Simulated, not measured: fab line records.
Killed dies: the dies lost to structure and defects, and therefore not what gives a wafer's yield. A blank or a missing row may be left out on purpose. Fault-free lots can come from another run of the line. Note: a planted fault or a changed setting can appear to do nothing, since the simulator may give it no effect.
fab line records ; flow n5_finfet
record lots=15; wafers=45; last_day=18
route steps=1938 shown BEOL_M13@1714 BEOL_M14@1732
lots that met no fault: from a run of the same line without faults
start_h: start of the lot's first displayed wafer, in hours after the record's first day ; wait_h: time in hours since the lot's previous step ; " as in the row above ; L1.1+2: a row that stands for several wafers ; - value missing, or start not given ; * or withheld: withheld ; < > ~ a bound
route shown NAME@n: NAME is a module with steps in the file, n the number in the route of the first one ; usual: the fault-free wafers' mean and standard deviation ; same: alike in all rows ; chamber/n: place in a boat ; sites: readings site by site ; _std_site: standard deviation across them ; _edge_site: outer sites' mean less inner sites' ; radius_mm: for every site, how far away it sits from the centre of the wafer ; mask NAME#n: copy n ; behind: the most recent tool/chamber to have shaped the wafer ; hold: why the lot went on hold/how many hours it stayed there/how the hold came to an end ; device: whichever transistor did not switch (one of n, p or np) ; end of line: tests run on the same wafers once the route is complete ; a step given without rows: its recipe and nothing more ; killed: not the wafer's yield, but the dies lost to structure and defects at the first sort ; map: a wafer's dies, x killed, . not, _ none there
set.NAME: the setting that was run; set.NAME@STEP: the one run at that earlier step ; model.NAME: the simulator's own value behind a step, which no gauge read
steps of the route over a sample of lots; a table a step, a row a wafer
services: when a tool's chamber went out of use (start_h, in hours from the record's first day, below 0 if earlier), for how many hours, and the reason
## steps
# step N5_BEOL_M13_RS_MEAS_54
# recipe thk_meas_gauge=four-point-probe; reads=Cu_of_BEOL_M13_ECD_47+Ta_of_BEOL_M13_SPUTTER_44+TaN_of_BEOL_M13_SPUTTER_43
# usual M13_RS=0.0449/0.00069
lot.wafer;tool;chamber;start_h;wait_h;M13_RS[ohm/sq]
L355.1;film_metro-01;-;241.29;0.0;0.0448
L355.2;film_metro-01;-;241.29;0.0;0.0455
L355.3;film_metro-01;-;241.29;0.0;0.0447
L357.3;film_metro-01;-;253.83;0.1;0.0452
L357.4;film_metro-01;-;253.83;0.1;0.0454
L357.6;film_metro-01;-;253.83;0.1;0.0447
L356.3;film_metro-02;-;263.43;0.1;0.0453
L356.4;film_metro-02;-;263.43;0.1;0.0453
L356.6;film_metro-02;-;263.43;0.1;0.0456
L360.3;film_metro-01;-;268.81;0.1;0.0443
L360.4;film_metro-01;-;268.81;0.1;0.0455
L360.6;film_metro-01;-;268.81;0.1;0.0437
L364.1;film_metro-02;-;293.18;0.0;0.0450
L364.2;film_metro-02;-;293.18;0.0;0.0445
L364.5;film_metro-02;-;293.18;0.0;0.0465
L366.2;film_metro-02;-;301.36;0.1;0.0455
L366.4;film_metro-02;-;301.36;0.1;0.0446
L366.6;film_metro-02;-;301.36;0.1;0.0448
L369.2;film_metro-01;-;321.27;0.1;0.0446
L369.5;film_metro-01;-;321.27;0.1;0.0442
L369.6;film_metro-01;-;321.27;0.1;0.0450
L368.1;film_metro-02;-;324.93;0.0;0.0452
L368.2;film_metro-02;-;324.93;0.0;0.0447
L368.6;film_metro-02;-;324.93;0.0;0.0450
L367.1;film_metro-01;-;327.47;0.0;0.0460
L367.2;film_metro-01;-;327.47;0.0;0.0443
L367.4;film_metro-01;-;327.47;0.0;0.0446
L370.3;film_metro-02;-;329.42;0.1;0.0453
L370.4;film_metro-02;-;329.42;0.1;0.0457
L370.5;film_metro-02;-;329.42;0.1;0.0442
L372.1;film_metro-01;-;347.21;0.0;0.0450
L372.3;film_metro-01;-;347.21;0.0;0.0440
L372.4;film_metro-01;-;347.21;0.0;0.0454
L373.2;film_metro-01;-;360.41;0.1;0.0442
L373.5;film_metro-01;-;360.41;0.1;0.0445
L373.6;film_metro-01;-;360.41;0.1;0.0448
L374.1;film_metro-01;-;364.61;0.0;0.0440
L374.2;film_metro-01;-;364.61;0.0;0.0448
L374.3;film_metro-01;-;364.61;0.0;0.0455
L376.2;film_metro-02;-;370.29;0.1;0.0452
L376.4;film_metro-02;-;370.29;0.1;0.0440
L376.5;film_metro-02;-;370.29;0.1;0.0451
L378.4;film_metro-01;-;393.62;0.0;0.0458
L378.5;film_metro-01;-;393.62;0.0;0.0446
L378.6;film_metro-01;-;393.62;0.0;0.0444
# step N5_BEOL_M14_STRIP_63
# recipe chemistry=O2; power_w=600; temp_c=60; pressure_mtorr=30; rf_frequency_hz=6e+07; bias_power_w=0; overash_fraction=0.3; o2_flow_sccm=225
# usual chamber_pressure_mTorr=30.01/0.052; drypump_motor_current_A=5.4/0.38; oes_product_au=0.77/0.091; rf_vpp_V=3.6/0.76; showerhead_plenum_p_Torr=2.08/0.085; throttle_valve_pct=16.61/0.16
lot.wafer;tool;chamber;start_h;wait_h;chamber_pressure_mTorr;drypump_motor_current_A;oes_product_au;rf_hours_counter_h;rf_vpp_V;showerhead_plenum_p_Torr;throttle_valve_pct
L355.1;rie_diel-04;2;-;-;30.01;4.8;0.86;60;3.8;2.05;16.64
L355.2;rie_diel-04;1;-;-;30.04;5.3;0.70;234;3.2;2.15;16.91
L355.3;rie_diel-04;0;-;-;30.01;5.9;0.68;215;4.2;1.97;16.79
L357.3;rie_diel-02;2;-;-;29.98;5.9;0.69;228;3.0;2.14;16.87
L357.4;rie_diel-02;0;-;-;30.06;5.7;0.69;228;2.9;1.98;16.73
L357.6;rie_diel-02;0;-;-;30.12;5.7;0.67;-;4.5;1.98;16.75
L356.3;rie_diel-02;2;-;-;30.01;5.9;0.70;230;3.4;2.14;16.84
L356.4;rie_diel-02;0;-;-;30.10;5.6;0.68;230;2.4;1.98;16.73
L356.6;rie_diel-02;2;-;-;29.97;5.9;0.68;-;3.3;2.14;16.82
L360.3;rie_diel-02;2;-;-;30.08;5.9;0.69;233;2.5;2.14;16.86
L360.4;rie_diel-02;1;-;-;30.00;5.0;0.84;67;2.9;2.14;16.49
L360.6;rie_diel-02;1;-;-;30.11;5.0;0.83;-;1.9;2.14;16.52
L364.1;rie_diel-05;1;-;-;30.01;5.5;0.70;228;3.3;1.96;16.72
L364.2;rie_diel-05;3;-;-;29.93;5.7;0.83;57;3.9;2.20;16.45
L364.5;rie_diel-05;0;-;-;30.15;4.9;0.76;-;4.4;2.11;16.35
L366.2;rie_diel-04;3;-;-;29.99;5.6;0.66;237;2.9;1.96;16.72
L366.4;rie_diel-04;3;-;-;30.01;5.6;0.68;-;3.6;1.96;16.71
L366.6;rie_diel-04;0;-;-;29.99;5.8;0.66;-;3.0;1.96;16.82
L369.2;rie_diel-02;1;-;-;29.86;5.0;0.80;85;3.6;2.13;16.51
L369.5;rie_diel-02;0;-;-;30.06;5.6;0.67;-;3.6;1.97;16.79
L369.6;rie_diel-02;1;-;-;30.08;5.0;0.80;-;3.0;2.13;16.54
L368.1;rie_diel-05;2;-;-;29.96;5.9;0.68;247;2.6;2.16;16.80
L368.2;rie_diel-05;3;-;-;30.04;5.7;0.83;69;3.0;2.19;16.47
L368.6;rie_diel-05;0;-;-;29.91;5.0;0.75;-;2.9;2.10;16.41
L367.1;rie_diel-02;0;-;-;30.01;5.7;0.67;254;3.8;1.97;16.82
L367.2;rie_diel-02;1;-;-;30.00;5.0;0.80;89;2.6;2.13;16.54
L367.4;rie_diel-02;0;-;-;30.07;5.7;0.68;-;3.5;1.97;16.79
L370.3;rie_diel-04;3;-;-;30.07;5.6;0.66;247;2.9;1.96;16.71
L370.4;rie_diel-04;1;-;-;29.93;5.3;0.95;-;3.6;2.14;16.52
L370.5;rie_diel-04;2;-;-;30.06;4.8;0.81;-;3.7;2.04;16.67
L372.1;rie_diel-05;0;-;-;29.92;5.0;0.75;134;2.6;2.10;16.41
L372.3;rie_diel-05;1;-;-;29.96;5.5;0.71;248;4.3;1.96;16.75
L372.4;rie_diel-05;3;-;-;29.92;5.7;0.81;-;3.1;2.19;16.50
L373.2;rie_diel-04;2;-;-;30.10;4.8;0.80;107;5.4;2.03;16.72
L373.5;rie_diel-04;2;-;-;29.94;4.8;0.81;-;1.6;2.03;16.71
L373.6;rie_diel-04;1;-;-;30.00;5.3;0.92;-;5.5;2.13;16.54
L374.1;rie_diel-04;1;-;-;29.96;5.3;0.90;24;4.4;2.13;16.51
L374.2;rie_diel-04;0;-;-;30.01;5.8;0.95;4;2.9;2.22;16.30
L374.3;rie_diel-04;2;-;-;29.98;4.8;0.79;109;2.4;2.03;16.72
L376.2;rie_diel-02;3;-;-;30.00;5.4;0.81;104;3.6;2.10;16.62
L376.4;rie_diel-02;2;-;-;29.99;5.9;0.95;-;3.8;2.13;16.49
L376.5;rie_diel-02;3;-;-;30.01;5.4;0.82;-;3.2;2.10;16.61
L378.4;rie_diel-05;1;-;-;29.99;5.5;1.00;1;4.1;2.22;16.26
L378.5;rie_diel-05;0;-;-;29.98;4.9;0.72;-;2.4;2.09;16.44
L378.6;rie_diel-05;1;-;-;29.97;5.5;1.01;-;4.6;2.22;16.30
# step N5_BEOL_M14_CD_MEAS_17
# recipe target_cd_nm=250; polarity=opening
# usual cd_nm=251.8/1.7
lot.wafer;tool;chamber;start_h;wait_h;cd_nm
L355.1;cd_sem-02;-;242.80;0.0;253.9
L355.2;cd_sem-02;-;242.80;0.0;250.6
L355.3;cd_sem-02;-;242.80;0.0;254.9
L357.3;cd_sem-03;-;254.91;0.0;253.0
L357.4;cd_sem-03;-;254.91;0.0;250.6
L357.6;cd_sem-03;-;254.91;0.0;249.0
L356.3;cd_sem-02;-;264.51;0.0;254.7
L356.4;cd_sem-02;-;264.51;0.0;253.1
L356.6;cd_sem-02;-;264.51;0.0;254.5
L360.3;cd_sem-02;-;270.09;0.0;253.4
L360.4;cd_sem-02;-;270.09;0.0;252.0
L360.6;cd_sem-02;-;270.09;0.0;248.3
L364.1;cd_sem-03;-;294.51;0.0;250.0
L364.2;cd_sem-03;-;294.51;0.0;248.9
L364.5;cd_sem-03;-;294.51;0.0;251.1
L366.2;cd_sem-03;-;302.57;0.0;252.2
L366.4;cd_sem-03;-;302.57;0.0;251.0
L366.6;cd_sem-03;-;302.57;0.0;252.4
L369.2;cd_sem-03;-;322.48;0.0;250.9
L369.5;cd_sem-03;-;322.48;0.0;250.0
L369.6;cd_sem-03;-;322.48;0.0;249.8
L368.1;cd_sem-03;-;326.15;0.0;254.4
L368.2;cd_sem-03;-;326.15;0.0;253.6
L368.6;cd_sem-03;-;326.15;0.0;251.5
L367.1;cd_sem-02;-;328.59;0.0;251.3
L367.2;cd_sem-02;-;328.59;0.0;253.3
L367.4;cd_sem-02;-;328.59;0.0;250.6
L370.3;cd_sem-03;-;330.62;0.0;250.6
L370.4;cd_sem-03;-;330.62;0.0;251.4
L370.5;cd_sem-03;-;330.62;0.0;250.9
L372.1;cd_sem-02;-;348.42;0.0;250.7
L372.3;cd_sem-02;-;348.42;0.0;251.8
L372.4;cd_sem-02;-;348.42;0.0;250.9
L373.2;cd_sem-01;-;361.65;0.0;251.3
L373.5;cd_sem-01;-;361.65;0.0;252.0
L373.6;cd_sem-01;-;361.65;0.0;249.9
L374.1;cd_sem-01;-;366.32;0.0;251.6
L374.2;cd_sem-01;-;366.32;0.0;252.8
L374.3;cd_sem-01;-;366.32;0.0;254.1
L376.2;cd_sem-03;-;371.38;0.0;252.4
L376.4;cd_sem-03;-;371.38;0.0;251.8
L376.5;cd_sem-03;-;371.38;0.0;252.0
L378.4;cd_sem-03;-;395.07;0.0;255.1
L378.5;cd_sem-03;-;395.07;0.0;252.7
L378.6;cd_sem-03;-;395.07;0.0;253.9
# step N5_BEOL_M14_EXPOSE_25
# recipe mask_id=M14; na=0.8; source_shape=annular; sigma_inner=0.5; sigma_outer=0.8; polarization=unpolarized; target_cd_nm=280; dose_mj=26.6
# usual exposure_dose_mJ_cm2=26.595/0.026; focus_offset_nm=-0.2/0.57; stage_vel_mm_s=499.99/0.25
lot.wafer;tool;chamber;start_h;wait_h;mask;exposure_dose_mJ_cm2;focus_offset_nm;stage_vel_mm_s
L355.1;krf_scanner-02;0;243.08;-;M14#0;26.620;0.8;500.19
L355.2;krf_scanner-02;0;243.08;-;M14#0;26.611;0.0;500.02
L355.3;krf_scanner-02;0;243.08;-;M14#0;26.605;0.5;499.41
L357.3;krf_scanner-01;0;255.20;-;M14#0;26.582;0.6;499.93
L357.4;krf_scanner-01;0;255.20;-;M14#0;26.579;0.3;500.50
L357.6;krf_scanner-01;0;255.20;-;M14#0;26.575;0.0;500.10
L356.3;krf_scanner-02;0;264.80;-;M14#0;26.571;0.1;500.07
L356.4;krf_scanner-02;0;264.80;-;M14#0;26.619;0.4;500.16
L356.6;krf_scanner-02;0;264.80;-;M14#0;26.599;-0.3;500.21
L360.3;krf_scanner-01;0;270.38;-;M14#0;26.579;-0.4;499.62
L360.4;krf_scanner-01;0;270.38;-;M14#0;26.591;-1.7;500.00
L360.6;krf_scanner-01;0;270.38;-;M14#0;26.538;0.0;499.84
L364.1;krf_scanner-01;-;294.67;-;M14#0;-;-;-
L364.2;krf_scanner-01;-;294.67;-;M14#0;-;-;-
L364.5;krf_scanner-01;-;294.67;-;M14#0;-;-;-
L366.2;krf_scanner-02;-;302.85;-;M14#0;-;-;-
L366.4;krf_scanner-02;-;302.85;-;M14#0;-;-;-
L366.6;krf_scanner-02;-;302.85;-;M14#0;-;-;-
L369.2;krf_scanner-02;0;322.64;-;M14#0;26.657;0.5;500.26
L369.5;krf_scanner-02;0;322.64;-;M14#0;26.606;-0.3;499.92
L369.6;krf_scanner-02;0;322.64;-;M14#0;26.627;-0.7;500.34
L368.1;krf_scanner-02;0;326.30;-;M14#0;26.581;0.5;500.27
L368.2;krf_scanner-02;0;326.30;-;M14#0;26.596;-0.2;500.39
L368.6;krf_scanner-02;0;326.30;-;M14#0;26.557;0.4;499.87
L367.1;krf_scanner-01;-;328.87;-;M14#0;-;-;-
L367.2;krf_scanner-01;-;328.87;-;M14#0;-;-;-
L367.4;krf_scanner-01;-;328.87;-;M14#0;-;-;-
L370.3;krf_scanner-01;0;330.78;-;M14#0;26.636;-0.1;500.01
L370.4;krf_scanner-01;0;330.78;-;M14#0;26.601;-0.2;499.92
L370.5;krf_scanner-01;0;330.78;-;M14#0;26.651;0.2;500.15
L372.1;krf_scanner-01;0;348.57;-;M14#0;26.589;-0.3;500.28
L372.3;krf_scanner-01;0;348.57;-;M14#0;26.633;0.4;500.67
L372.4;krf_scanner-01;0;348.57;-;M14#0;26.604;-0.2;500.44
L373.2;krf_scanner-02;0;361.94;-;M14#0;26.527;0.8;499.72
L373.5;krf_scanner-02;0;361.94;-;M14#0;26.596;0.5;499.84
L373.6;krf_scanner-02;0;361.94;-;M14#0;26.573;-0.5;499.72
L374.1;krf_scanner-02;0;366.47;-;M14#0;26.615;-0.5;500.15
L374.2;krf_scanner-02;0;366.47;-;M14#0;26.626;0.7;500.21
L374.3;krf_scanner-02;0;366.47;-;M14#0;26.616;0.0;499.79
L376.2;krf_scanner-01;0;371.53;-;M14#0;26.562;0.2;499.82
L376.4;krf_scanner-01;0;371.53;-;M14#0;26.548;0.7;499.99
L376.5;krf_scanner-01;0;371.53;-;M14#0;26.536;-0.1;500.29
L378.4;krf_scanner-01;0;395.24;-;M14#0;26.604;-0.8;499.44
L378.5;krf_scanner-01;0;395.24;-;M14#0;26.576;-0.3;499.74
L378.6;krf_scanner-01;0;395.24;-;M14#0;26.583;-0.8;499.83
## services
tool;chamber;start_h;hours;kind
rie_diel-05;-;227.23;15.6;pm
krf_scanner-01;-;245.40;1.0;pm
krf_scanner-02;0;247.14;-;calibration
krf_scanner-01;-;248.59;0.8;pm
rie_diel-05;1;253.43;2.5;repair
krf_scanner-01;-;261.91;1.4;repair
rie_diel-02;-;273.16;0.6;repair
rie_diel-05;-;278.82;0.5;repair
rie_diel-05;2;282.21;3.3;repair
krf_scanner-02;-;284.84;0.9;repair
krf_scanner-01;0;297.02;-;calibration
rie_diel-02;3;310.74;16.3;repair
krf_scanner-01;-;318.72;4.4;pm
rie_diel-04;0;330.12;3.0;repair
krf_scanner-02;-;330.99;1.6;repair
krf_scanner-01;-;333.66;1.3;pm
rie_diel-05;2;333.81;16.7;repair
krf_scanner-02;-;336.99;0.2;repair
krf_scanner-02;-;340.35;0.8;pm
rie_diel-04;3;346.95;4.0;repair
krf_scanner-02;-;348.73;1.0;pm
krf_scanner-02;-;357.62;1.3;pm
rie_diel-05;-;364.22;2.8;pm
krf_scanner-02;-;367.74;4.5;repair
## key
first_sign step=N5_BEOL_M14_EXPOSE_25; reading=tool_record; direction=missing
effect none on later readings
met_at N5_BEOL_M14_EXPOSE_25
struck_lots L364,L366,L367
later_rows_left_out L364.1,L364.2,L364.5,L366.2,L366.4,L366.6,L367.1,L367.2,L367.4
sort_left_out L364.1,L364.2,L364.5,L366.2,L366.4,L366.6,L367.1,L367.2,L367.4
not_acting_at N5_BEOL_M13_RS_MEAS_54,N5_BEOL_M14_STRIP_63,N5_BEOL_M14_CD_MEAS_17
onset_between 270.38 294.67
fault kind=skipped_step_whole; tool=krf_scanner-01,krf_scanner-02; chamber=-; onset_h=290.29; steps=N5_BEOL_M14_EXPOSE_25; scope=struck_lots_only
# sort_left_out: the simulated sort isn't trusted on such a fault, so these wafers' sort isn't shown, and their yield isn't known
# later_rows_left_out: the simulator's readings of these wafers behind a module that went badly wrong aren't trusted and aren't shown, but for the sort
